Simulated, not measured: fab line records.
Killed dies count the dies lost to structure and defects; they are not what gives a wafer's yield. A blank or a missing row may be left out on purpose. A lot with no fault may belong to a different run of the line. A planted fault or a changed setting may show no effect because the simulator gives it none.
fab line records	flow n5-finfet
record: lots: 9	wafers: 27	last-day: 20
route steps=1938 shown BEOL_M11@1553 BEOL_M12@1602 PASSIVATION@1936
lots that met no fault: taken from a fault-free run of the same line
start-h: start of the lot's first displayed wafer, in hours after the record's first day	wait-h: hours from the lot's prior step to this one	" unchanged from the row above	L1.1+2: one row covering several wafers at once	- no value, or no start was given	* or withheld: withheld	< > ~ a bound
route shown NAME@n: names a module that has steps shown in the file, with the first one's number in the route	usual: mean and standard deviation over wafers with no fault	same: alike in all rows	chamber/n: place in a boat	sites: the reading at each site	_std_site: how widely they spread, as a standard deviation	_edge_site: mean of outer sites minus mean of inner sites	radius-mm: for every site, how far away it sits from the centre of the wafer	mask NAME#n: copy n	behind: tool/chamber where the wafer was last shaped	hold: cause of the lot's hold/its duration in hours/its outcome	device: the n, p or np transistor that did not switch	end of line: at the end of the route, the tests of the same wafers	for a step that has no rows: nothing shown but its recipe	killed: at the first sort, the dies lost to defects and structure; wafer yield is something else	map: a wafer's dies, marking killed ones x, the rest . and places with no die _
set.NAME: the setting that was run; set.NAME@STEP: the one run at that earlier step	model.NAME: the simulator's own value behind a step, which no gauge read
route steps across a sampled set of lots; one table per step, one row per wafer
services: when a tool's chamber went out of use (start-h, in hours from the record's first day, below 0 if earlier), for how many hours, and the reason
== steps ==
step: N5_BEOL_M11_ETCH_61
recipe: chemistry: CF4	target: SiARC	target-depth-a: 390	mask-material: CAR-ArF	time-s: 65	ion-energy-ev: 80	pressure-mtorr: 40	source-w: 545	bias-w: 36	Ar_flow_sccm: 100	cf4-flow-sccm: 100	ends: cleared
usual: drypump-motor-current-A: 5.8/0.37	etch-rf-on-time-s: 63.5/1.9	oes-product-au: 0.69/0.067	rf-vpp-V: 184.2/1.5	showerhead-plenum-p-Torr: 2.15/0.081	throttle-valve-pct: 15.53/0.15
lot.wafer	tool	chamber	start-h	wait-h	drypump-motor-current-A	etch-rf-on-time-s	oes-product-au	rf-hours-counter-h	rf-vpp-V	showerhead-plenum-p-Torr	throttle-valve-pct
L473.1	rie-diel-03	3	289.88	0.0	5.2	63.7	0.75	60	186.2	2.27	15.54
L473.3	"	2	"	"	6.3	62.7	0.72	89	184.3	2.23	15.39
L473.6	"	1	"	"	5.8	63.8	0.60	-	183.6	2.18	16.09
L475.3	rie-diel-02	2	311.68	0.0	5.7	64.4	0.64	178	182.5	1.97	15.67
L475.5	"	2	"	"	5.7	64.7	0.64	-	181.1	1.97	15.67
L475.6	"	1	"	"	5.4	64.3	0.64	-	183.3	2.07	15.56
L478.2	rie-diel-03	1	323.62	0.0	5.8	61.9	0.85	5	184.4	2.17	15.60
L478.3	"	2	"	"	6.3	62.6	0.71	102	183.9	2.23	15.40
L478.5	"	2	"	"	6.3	62.4	0.71	-	185.3	2.23	15.41
L479.1	rie-diel-06	3	327.07	0.0	5.4	65.2	0.71	72	184.3	2.09	15.59
L479.2	"	1	"	"	5.5	61.9	0.85	9	184.8	2.16	15.13
L479.5	"	0	"	"	6.2	63.2	0.66	-	184.2	2.13	15.45
L483.1	rie-diel-03	3	355.24	0.0	5.2	63.6	0.72	82	187.3	2.26	15.58
L483.2	"	2	"	"	6.3	63.1	0.70	112	184.8	2.22	15.44
L483.3	"	1	"	"	5.8	63.1	0.82	11	182.7	2.17	15.60
L482.2	rie-diel-02	3	368.04	0.0	5.9	64.5	0.61	226	184.3	2.18	15.60
L482.4	"	2	"	"	5.7	63.8	0.63	196	182.1	1.96	15.70
L482.5	"	3	"	"	5.8	64.9	0.60	-	184.9	2.18	15.59
L486.3	rie-diel-02	0	376.53	0.0	5.8	64.4	0.76	42	183.6	2.10	15.54
L486.5	"	0	"	"	5.8	64.6	0.77	-	183.5	2.10	15.54
L486.6	"	1	"	"	5.4	65.2	0.62	-	181.7	2.06	15.60
L490.1	rie-diel-03	1	420.73	0.0	5.8	62.8	0.79	30	184.1	2.17	15.66
L490.4	"	2	"	"	6.3	63.4	0.68	134	187.5	2.22	15.47
L490.6	"	3	"	"	5.2	64.4	0.70	-	185.2	2.25	15.62
L494.2	rie-diel-03	3	431.16	0.0	5.2	64.7	0.70	110	186.8	2.25	15.64
L494.3	"	0	"	"	6.1	59.0	0.66	192	185.1	2.11	15.38
L494.4	"	2	"	"	6.3	64.6	0.67	-	185.9	2.21	15.48
step: N5_BEOL_M11_CD_MEAS_28
recipe: target-cd-nm: 70	landing-energy-ev: 500	detector: se-inlens	polarity: opening
usual: cd-nm: 69.5/1.1
lot.wafer	tool	chamber	start-h	wait-h	cd-nm
L473.1	cd-sem-01	0	291.19	-	70.4
L473.3	"	0	"	"	70.6
L473.6	"	0	"	"	70.1
L475.3	cd-sem-02	0	313.68	-	71.8
L475.5	"	0	"	"	71.0
L475.6	"	0	"	"	68.8
L478.2	cd-sem-03	0	325.24	-	69.2
L478.3	"	0	"	"	69.4
L478.5	"	0	"	"	70.6
L479.1	cd-sem-03	0	328.32	-	70.0
L479.2	"	0	"	"	69.4
L479.5	"	0	"	"	69.3
L483.1	cd-sem-01	0	356.32	-	69.9
L483.2	"	0	"	"	71.3
L483.3	"	0	"	"	70.4
L482.2	cd-sem-01	0	370.27	-	68.0
L482.4	"	0	"	"	68.5
L482.5	"	0	"	"	70.1
L486.3	cd-sem-02	0	378.27	-	67.9
L486.5	"	0	"	"	68.3
L486.6	"	0	"	"	66.3
L490.1	cd-sem-01	0	421.98	-	72.4
L490.4	"	0	"	"	68.6
L490.6	"	0	"	"	70.4
L494.2	cd-sem-03	0	432.22	-	69.1
L494.3	"	0	"	"	69.6
L494.4	"	0	"	"	69.9
step: N5_BEOL_M11_VIA_ETCH_34
recipe: chemistry: C4F6/O2	target: SiCOH_lowk	target-depth-a: 1845	mask-material: SOC	taper-deg: 4	time-s: 69.2	ion-energy-ev: 250	pressure-mtorr: 30	source-w: 345	bias-w: 185	Ar_flow_sccm: 300	C4F6_flow_sccm: 10	O2_flow_sccm: 10
usual: drypump-motor-current-A: 5.7/0.38	oes_f_703_au: 0.82/0.084	oes-product-au: 0.82/0.083	rf-vpp-V: 660/14	showerhead-plenum-p-Torr: 2.85/0.09	throttle-valve-pct: 20.78/0.21
lot.wafer	tool	chamber	start-h	wait-h	drypump-motor-current-A	oes_f_703_au	oes-product-au	rf-hours-counter-h	rf-vpp-V	showerhead-plenum-p-Torr	throttle-valve-pct
L473.1	rie-diel-06	0	291.49	0.0	6.2	0.77	0.77	121	648	2.84	20.66
L473.3	"	3	"	"	5.4	0.81	0.85	62	678	2.77	20.86
L473.6	"	0	"	"	6.3	0.77	0.77	-	647	2.84	20.66
L475.3	rie-diel-03	2	313.97	0.0	6.3	0.84	0.83	98	665	2.95	20.60
L475.5	"	2	"	"	6.3	0.84	0.83	-	666	2.95	20.62
L475.6	"	1	"	"	5.8	1.03	0.99	-	656	2.89	20.99
L478.2	rie-diel-02	3	325.67	0.0	5.9	0.70	0.71	213	681	2.91	20.83
L478.3	"	1	"	"	5.4	0.74	0.75	168	670	2.75	20.82
L478.5	"	1	"	"	5.4	0.74	0.75	-	671	2.75	20.82
L479.1	rie-diel-06	2	328.66	0.0	5.2	0.85	0.81	67	634	2.91	20.67
L479.2	"	3	"	"	5.4	0.80	0.83	73	677	2.77	20.88
L479.5	"	0	"	"	6.2	0.76	0.76	-	647	2.83	20.68
L483.1	rie-diel-03	1	356.62	0.0	5.8	0.99	0.94	11	656	2.89	21.02
L483.2	"	3	"	"	5.2	0.84	0.83	83	654	3.01	20.95
L483.3	"	2	"	"	6.3	0.82	0.81	113	664	2.94	20.64
L482.2	rie-diel-06	2	370.57	0.0	5.2	0.84	0.81	79	634	2.91	20.71
L482.4	"	0	"	"	6.2	0.75	0.75	145	648	2.83	20.68
L482.5	"	2	"	"	5.2	0.83	0.81	-	635	2.91	20.71
L486.3	rie-diel-06	2	378.88	0.0	5.2	0.83	0.80	81	635	2.91	20.71
L486.5	"	3	"	"	5.4	0.79	0.81	-	676	2.76	20.91
L486.6	"	0	"	"	6.2	0.75	0.73	-	650	2.83	20.69
L490.1	rie-diel-03	0	422.58	0.0	6.2	0.80	0.76	187	677	2.80	20.49
L490.4	"	3	"	"	5.2	0.82	0.81	105	654	3.00	20.99
L490.6	"	2	"	"	6.3	0.80	0.79	-	664	2.93	20.63
L494.2	rie-diel-06	3	433.05	0.0	5.4	0.77	0.79	100	677	2.76	20.91
L494.3	"	1	"	"	5.5	0.93	0.93	33	659	2.88	20.49
L494.4	"	0	"	"	6.2	0.74	0.74	158	648	2.82	20.70
step: N5_BEOL_M12_ILD_DEP_00
recipe: material: SiOC	target-thk-a: 6589.2	temp-c: 350	precursor: DEMS/O2	pressure-torr: 5	rf-w: 500	time-s: 130.7
usual: heater-power-w: 491/72	showerhead-plenum-p-Torr: 5.687/0.016	susceptor-temp-C: 350.04/0.19	throttle-valve-pct: 11.9/0.69
lot.wafer	tool	chamber	start-h	wait-h	heater-power-w	showerhead-plenum-p-Torr	susceptor-temp-C	throttle-valve-pct
L473.1	pecvd-03	0	293.96	0.0	514	5.701	350.06	11.7
L473.3	"	1	"	"	463	5.699	350.07	12.5
L473.6	"	2	"	"	556	5.674	350.07	11.0
L475.3	pecvd-01	0	316.51	0.0	537	5.683	350.09	12.5
L475.5	"	1	"	"	595	5.711	350.24	12.3
L475.6	"	0	"	"	443	5.664	349.91	12.7
L478.2	pecvd-03	2	328.82	0.0	516	5.674	350.19	10.7
L478.3	"	1	"	"	428	5.703	349.76	13.0
L478.5	"	0	"	"	549	5.708	349.86	11.8
L479.1	pecvd-03	0	331.87	0.0	496	5.708	349.95	11.7
L479.2	"	1	"	"	453	5.700	349.81	12.5
L479.5	"	0	"	"	509	5.690	350.24	12.0
L483.1	pecvd-01	2	359.35	0.0	536	5.683	349.89	11.3
L483.2	"	0	"	"	558	5.684	350.01	12.6
L483.3	"	1	"	"	490	5.707	350.27	12.1
L482.2	pecvd-01	1	373.47	0.0	538	5.704	350.12	12.2
L482.4	"	1	"	"	577	5.711	350.24	12.1
L482.5	"	2	"	"	559	5.689	350.04	11.4
L486.3	pecvd-01	0	382.59	0.0	465	5.670	349.72	12.2
L486.5	"	2	"	"	451	5.680	350.36	11.4
L486.6	"	1	"	"	601	5.716	349.97	12.3
L490.1	pecvd-03	1	426.73	0.0	467	5.701	350.12	12.6
L490.4	"	2	"	"	581	5.660	350.00	10.9
L490.6	"	0	"	"	499	5.701	349.68	11.9
L494.2	pecvd-02	2	437.82	0.0	355	5.672	349.84	10.9
L494.3	"	1	"	"	582	5.700	349.71	12.1
L494.4	"	1	"	"	461	5.700	349.81	12.2
step: N5_BEOL_M12_THK_MEAS_01
recipe: reads: SiOC_of_BEOL_M12_ILD_DEP_00
usual: M12_ILD_THK: 657/10
lot.wafer	tool	chamber	start-h	wait-h	M12_ILD_THK[nm]
L473.1	film-metro-02	-	294.09	0.1	665
L473.3	"	-	"	"	661
L473.6	"	-	"	"	668
L475.3	film-metro-02	-	316.64	0.1	637
L475.5	"	-	"	"	655
L475.6	"	-	"	"	660
L478.2	film-metro-01	-	328.95	0.1	655
L478.3	"	-	"	"	662
L478.5	"	-	"	"	684
L479.1	film-metro-02	-	332.00	0.1	675
L479.2	"	-	"	"	656
L479.5	"	-	"	"	676
L483.1	film-metro-02	-	359.48	0.1	654
L483.2	"	-	"	"	655
L483.3	"	-	"	"	654
L482.2	film-metro-01	-	373.60	0.1	665
L482.4	"	-	"	"	670
L482.5	"	-	"	"	695
L486.3	film-metro-01	-	382.73	0.1	690
L486.5	"	-	"	"	692
L486.6	"	-	"	"	665
L490.1	film-metro-02	-	426.86	0.1	655
L490.4	"	-	"	"	663
L490.6	"	-	"	"	665
L494.2	film-metro-01	-	437.96	0.1	652
L494.3	"	-	"	"	647
L494.4	"	-	"	"	657
step: N5_BEOL_M12_STRIP_63
recipe: chemistry: N2/H2	power-w: 1000	temp-c: 250	h2-frac: 0.65	overash-fraction: 0.3	pressure-mtorr: 1000	n2-flow-sccm: 1750	h2-flow-sccm: 3250
usual: drypump-motor-current-A: 5.61/0.2	heater-power-w: 318/33	oes-product-au: 0.693/0.0047	strip-time-to-endpoint-s: 42.8/0.97
lot.wafer	tool	chamber	start-h	wait-h	drypump-motor-current-A	heater-power-w	oes-product-au	rf-hours-counter-h	strip-time-to-endpoint-s
L473.1	plasma-asher-02	1	294.86	-	5.84	306	0.682	75	42.0
L473.3	"	1	"	"	5.83	310	0.694	-	42.6
L473.6	"	1	"	"	5.84	317	0.695	-	41.9
L475.3	plasma-asher-02	0	317.34	-	5.63	317	0.687	-	44.2
L475.5	"	1	"	"	5.87	309	0.698	-	43.0
L475.6	"	0	"	"	5.65	317	0.690	-	43.3
L478.2	plasma-asher-02	1	329.76	-	5.82	310	0.691	82	43.0
L478.3	"	1	"	"	5.86	310	0.688	-	41.8
L478.5	"	1	"	"	5.85	314	0.692	-	39.8
L479.1	plasma-asher-01	0	332.81	-	5.29	283	0.690	147	42.3
L479.2	"	1	"	"	5.57	386	0.693	147	43.9
L479.5	"	0	"	"	5.31	275	0.697	-	42.2
L483.1	plasma-asher-01	1	360.16	-	5.54	383	0.687	153	42.7
L483.2	"	0	"	"	5.24	283	0.699	153	44.4
L483.3	"	1	"	"	5.55	367	0.689	-	42.9
L482.2	plasma-asher-01	0	376.54	-	5.28	272	0.686	157	42.0
L482.4	"	1	"	"	5.52	377	0.697	-	41.5
L482.5	"	0	"	"	5.29	277	0.687	-	39.8
L486.3	plasma-asher-01	1	383.46	-	5.53	371	0.686	-	39.1
L486.5	"	0	"	"	5.30	283	0.697	-	39.1
L486.6	"	1	"	"	5.51	388	0.687	-	41.9
L490.1	plasma-asher-02	0	427.66	-	5.65	316	0.702	97	42.2
L490.4	"	1	"	"	5.83	312	0.685	-	41.6
L490.6	"	1	"	"	5.83	319	0.693	-	41.3
L494.2	plasma-asher-02	1	438.63	-	5.83	308	0.688	99	44.0
L494.3	"	1	"	"	5.84	322	0.689	-	43.3
L494.4	"	0	"	"	5.66	318	0.697	-	42.9
step: N5_PASSIVATION_PROBE_49
usual: defect-limited-yield: 91.4/1.4	killed_at_M0_to_M3: 34/9.1	killed_at_M4_up: 14/5.2	killed-at-contacts: 12/6.4	killed-at-front-end: 38/11	killed-at-other: 3.7/2.8	killed-dies: 102/17	killed-open: 68/13	killed-short: 32/7.8	sort_bin_5_function: 5.1/1	sort_bin_6_memory: 3.2/0.66	sort-n-pass: 1076/19	sort-yield-pct: 91.2/1.6
same: gross-dies: 1180	killed-at-back-side: 0	sort_bin_4_leakage[%]: 0	sort_bin_8_speed[%]: 0
lot.wafer	tool	chamber	start-h	wait-h	defect-limited-yield[%]	killed_at_M0_to_M3	killed_at_M4_up	killed-at-contacts	killed-at-front-end	killed-at-other	killed-dies	killed-open	killed-short	sort_bin_5_function[%]	sort_bin_6_memory[%]	sort-n-pass	sort-yield-pct[%]
L475.3	prober-01	-	359.22	0.1	92.1	28	20	13	27	5	93	62	27	4.5	3.2	1087	92.1
L475.5	prober-01	-	359.32	0.2	89.7	30	25	12	43	11	121	84	34	6.0	4.1	1059	89.7
L475.6	prober-01	-	359.37	0.3	89.7	50	14	9	39	9	121	84	36	5.3	4.7	1059	89.7
L478.2	prober-02	-	363.47	0.1	89.2	40	14	19	45	9	127	87	39	5.9	4.3	1053	89.2
L478.3	prober-02	-	363.52	0.1	91.5	31	8	19	39	3	100	71	29	5.3	2.7	1080	91.5
L478.5	prober-02	-	363.62	0.2	89.8	45	13	16	44	2	120	87	33	6.3	3.6	1060	89.8
L483.1	prober-01	-	398.52	0.0	90.4	22	4	16	67	4	113	67	45	5.8	3.6	1067	90.4
L483.2	prober-01	-	398.57	0.1	88.6	35	9	19	71	1	135	85	47	6.2	4.7	1045	88.6
L483.3	prober-01	-	398.62	0.1	91.4	25	8	17	50	1	101	62	37	4.7	3.6	1079	91.4
L482.2	prober-02	-	419.54	0.1	91.4	37	8	17	33	6	101	65	33	4.7	3.4	1079	91.4
L482.4	prober-02	-	419.64	0.2	90.6	33	15	12	46	5	111	76	32	5.5	3.9	1069	90.6
L482.5	prober-02	-	419.69	0.2	92.6	24	11	6	40	6	87	63	24	4.1	3.1	1093	92.6
L490.1	prober-01	-	468.81	0.0	91.9	41	13	5	32	5	96	66	30	5.2	2.7	1084	91.9
L490.4	prober-01	-	468.96	0.2	94.8	26	7	9	16	3	61	43	17	2.9	1.9	1119	94.8
L490.6	prober-01	-	469.06	0.3	92.4	46	12	13	17	2	90	68	22	4.8	2.6	1090	92.4
L494.2	prober-02	-	478.31	0.1	91.6	49	13	5	23	9	99	67	32	4.8	3.3	1081	91.6
L494.3	prober-02	-	478.36	0.1	92.2	36	15	12	28	1	92	70	22	4.7	3.0	1088	92.2
L494.4	prober-02	-	478.41	0.2	90.3	47	11	7	43	6	114	86	28	6.2	3.1	1066	90.3
killed by level:class
L475.3 BEOL_M4:geometric-particle:open=10 MOL_CONTACT_COAG:geometric-particle:open=8 BEOL_M2:geometric-particle:open=7 FIN_SAQP:geometric-particle:open=5 STI_FIN_REVEAL:geometric-particle:open=5 BEOL_M3:geometric-particle:open=5 MOL_CONTACT_COAG:geometric-particle:short=5 DUMMY_GATE:geometric-particle:open=4
L475.5 BEOL_M4:geometric-particle:open=17 STI_FIN_REVEAL:geometric-particle:open=16 MOL_CONTACT_COAG:geometric-particle:open=9 BEOL_M3:geometric-particle:open=7 FIN_SAQP:geometric-particle:open=6 GATE_CUT:geometric-particle:short=4 BEOL_M0_SAQP:geometric-particle:short=4 BEOL_M0_SAQP:geometric-particle:open=4
L475.6 BEOL_M2:geometric-particle:open=12 BEOL_M0:geometric-particle:open=10 MOL_CONTACT_COAG:geometric-particle:open=8 BEOL_M4:geometric-particle:open=8 BEOL_M0_SAQP:geometric-particle:short=7 FIN_SAQP:geometric-particle:open=6 STI_FIN_REVEAL:geometric-particle:open=6 BEOL_M3:geometric-particle:open=6
L478.2 MOL_CONTACT_COAG:geometric-particle:open=14 BEOL_M3:geometric-particle:open=13 DUMMY_GATE:geometric-particle:open=12 FIN_SAQP:geometric-particle:short=8 FIN_SAQP:geometric-particle:open=7 BEOL_M0_SAQP:geometric-particle:open=6 BEOL_M2:geometric-particle:open=6 BEOL_M0_SAQP:geometric-particle:short=5
L478.3 MOL_CONTACT_COAG:geometric-particle:open=16 FIN_SAQP:geometric-particle:short=10 BEOL_M2:geometric-particle:open=8 FIN_SAQP:geometric-particle:open=7 DUMMY_GATE:geometric-particle:open=6 BEOL_M0_SAQP:geometric-particle:open=6 BEOL_M1:geometric-particle:open=5 BEOL_M4:geometric-particle:open=4
L478.5 FIN_SAQP:geometric-particle:open=16 MOL_CONTACT_COAG:geometric-particle:open=11 BEOL_M2:geometric-particle:open=11 BEOL_M0:geometric-particle:open=10 DUMMY_GATE:geometric-particle:open=7 BEOL_M3:geometric-particle:open=7 BEOL_M0_SAQP:geometric-particle:open=6 BEOL_M0_SAQP:geometric-particle:short=6
L483.1 FIN_SAQP:geometric-particle:short=19 FIN_SAQP:geometric-particle:open=14 MOL_CONTACT_COAG:geometric-particle:open=12 STI_FIN_REVEAL:geometric-particle:open=7 STI_FIN_REVEAL:geometric-particle:short=5 DUMMY_GATE:geometric-particle:open=5 BEOL_M3:geometric-particle:open=5 BEOL_M3:geometric-particle:short=5
L483.2 FIN_SAQP:geometric-particle:open=21 STI_FIN_REVEAL:geometric-particle:open=16 MOL_CONTACT_COAG:geometric-particle:open=13 FIN_SAQP:geometric-particle:short=9 MOL_CONTACT_COAG:geometric-particle:short=6 BEOL_M3:geometric-particle:open=6 BEOL_M0:geometric-particle:short=6 BEOL_M0_SAQP:geometric-particle:short=6
L483.3 MOL_CONTACT_COAG:geometric-particle:open=15 STI_FIN_REVEAL:geometric-particle:open=11 FIN_SAQP:geometric-particle:open=9 FIN_SAQP:geometric-particle:short=8 BEOL_M0_SAQP:geometric-particle:short=8 BEOL_M0_SAQP:geometric-particle:open=8 GATE_CUT:geometric-particle:short=7 BEOL_M5:geometric-particle:open=5
L482.2 BEOL_M2:geometric-particle:open=15 MOL_CONTACT_COAG:geometric-particle:open=12 FIN_SAQP:geometric-particle:open=7 BEOL_M0_SAQP:geometric-particle:open=7 STI_FIN_REVEAL:geometric-particle:open=5 BEOL_M0_SAQP:geometric-particle:short=5 BEOL_M3:geometric-particle:open=5 FIN_SAQP:geometric-particle:short=4
L482.4 FIN_SAQP:geometric-particle:open=20 BEOL_M2:geometric-particle:open=12 MOL_CONTACT_COAG:geometric-particle:open=8 BEOL_M4:geometric-particle:open=7 STI_FIN_REVEAL:geometric-particle:open=6 BEOL_M3:geometric-particle:open=6 BEOL_M0_SAQP:geometric-particle:short=5 FIN_SAQP:geometric-particle:short=4
L482.5 STI_FIN_REVEAL:geometric-particle:open=12 BEOL_M2:geometric-particle:open=7 FIN_SAQP:geometric-particle:short=6 GATE_CUT:geometric-particle:short=5 MOL_CONTACT_COAG:geometric-particle:open=5 FIN_SAQP:geometric-particle:open=4 BEOL_M0_SAQP:geometric-particle:open=4 BEOL_M1:geometric-particle:open=4
L490.1 BEOL_M0_SAQP:geometric-particle:open=17 BEOL_M0_SAQP:geometric-particle:short=13 FIN_SAQP:geometric-particle:open=9 BEOL_M4:geometric-particle:open=6 STI_FIN_REVEAL:geometric-particle:open=4 MOL_CONTACT_COAG:geometric-particle:open=4 BEOL_M3:geometric-particle:open=4 FIN_SAQP:geometric-particle:short=3
L490.4 MOL_CONTACT_COAG:geometric-particle:open=9 BEOL_M2:geometric-particle:open=8 BEOL_M3:geometric-particle:open=7 STI_FIN_REVEAL:geometric-particle:open=5 BEOL_M0_SAQP:geometric-particle:short=5 BEOL_M5:geometric-particle:short=3 BEOL_M4:geometric-particle:open=3 STARTING-WAFER:geometric-particle:open=3
L490.6 BEOL_M3:geometric-particle:open=12 MOL_CONTACT_COAG:geometric-particle:open=8 BEOL_M0_SAQP:geometric-particle:open=8 BEOL_M1:geometric-particle:open=8 BEOL_M4:geometric-particle:open=8 BEOL_M2:geometric-particle:open=7 STI_FIN_REVEAL:geometric-particle:open=5 MOL_CONTACT_COAG:geometric-particle:short=5
L494.2 BEOL_M2:geometric-particle:open=13 BEOL_M1:geometric-particle:open=11 BEOL_M0_SAQP:geometric-particle:open=8 STI_FIN_REVEAL:geometric-particle:open=7 BEOL_M4:geometric-particle:open=7 GATE_CUT:geometric-particle:short=6 PASS1_CAP:geometric-particle:short=6 BEOL_M3:geometric-particle:open=5
L494.3 STI_FIN_REVEAL:geometric-particle:open=12 BEOL_M2:geometric-particle:open=12 MOL_CONTACT_COAG:geometric-particle:open=10 BEOL_M3:geometric-particle:open=7 BEOL_M4:geometric-particle:open=6 BEOL_M0_SAQP:geometric-particle:open=5 GATE_CUT:geometric-particle:short=4 BEOL_M5:geometric-particle:open=4
L494.4 STI_FIN_REVEAL:geometric-particle:open=20 BEOL_M2:geometric-particle:open=13 BEOL_M3:geometric-particle:open=8 MOL_CONTACT_COAG:geometric-particle:open=7 BEOL_M0_SAQP:geometric-particle:short=7 BEOL_M0_SAQP:geometric-particle:open=7 FIN_SAQP:geometric-particle:open=5 BEOL_M1:geometric-particle:open=5
== services ==
tool	chamber	start-h	hours	kind
rie-diel-06	1	270.24	-	clean
rie-diel-06	1	270.24	-	consumable-replace:focus-ring
rie-diel-06	1	270.24	24.8	scheduled-down
rie-diel-06	1	270.24	24.8	vent-cycle
pecvd-01	0	280.33	2.1	scheduled-down
pecvd-03	0	283.05	2.1	scheduled-down
rie-diel-03	1	291.62	-	clean
rie-diel-03	1	291.62	-	consumable-replace:focus-ring
rie-diel-03	1	291.62	13.8	scheduled-down
rie-diel-03	1	291.62	13.8	vent-cycle
pecvd-01	1	309.14	5.5	scheduled-down
plasma-asher-01	-	318.36	1.5	repair
rie-diel-03	1	329.37	6.6	repair
rie-diel-03	1	340.94	8.2	repair
plasma-asher-01	-	347.50	3.3	repair
rie-diel-03	0	353.27	4.3	repair
plasma-asher-02	-	368.23	15.7	repair
rie-diel-02	0	384.42	8.9	repair
pecvd-02	-	400.28	6.0	pm
rie-diel-02	1	402.36	6.6	repair
rie-diel-02	2	408.53	8.2	repair
rie-diel-06	-	416.45	15.6	pm
rie-diel-03	1	423.86	10.7	repair
rie-diel-03	2	433.58	1.2	repair
== key ==
first-sign: step: N5_BEOL_M12_THK_MEAS_01	reading: M12_ILD_THK	direction: up	sigmas: 3.3	usual: 657	struck: 692
effect: step: N5_BEOL_M12_STRIP_63	reading: strip-time-to-endpoint-s	direction: down	sigmas: 3.6	usual: *	struck: *
met-at N5_BEOL_M12_ILD_DEP_00
struck-lots L482,L486
struck-wafers L482.5,L486.3,L486.5
not-acting-at N5_BEOL_M11_ETCH_61,N5_BEOL_M11_CD_MEAS_28,N5_BEOL_M11_VIA_ETCH_34
onset-between 359.35 373.47
fault: kind: process-parameter-drift	tool: pecvd-01	chamber: -	onset-h: 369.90	steps: N5_BEOL_M12_ILD_DEP_00	channel: target-thk-a	offset: *	shape: step	end-h: 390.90	scope: struck-wafers-only	acts-in: *	stated: *
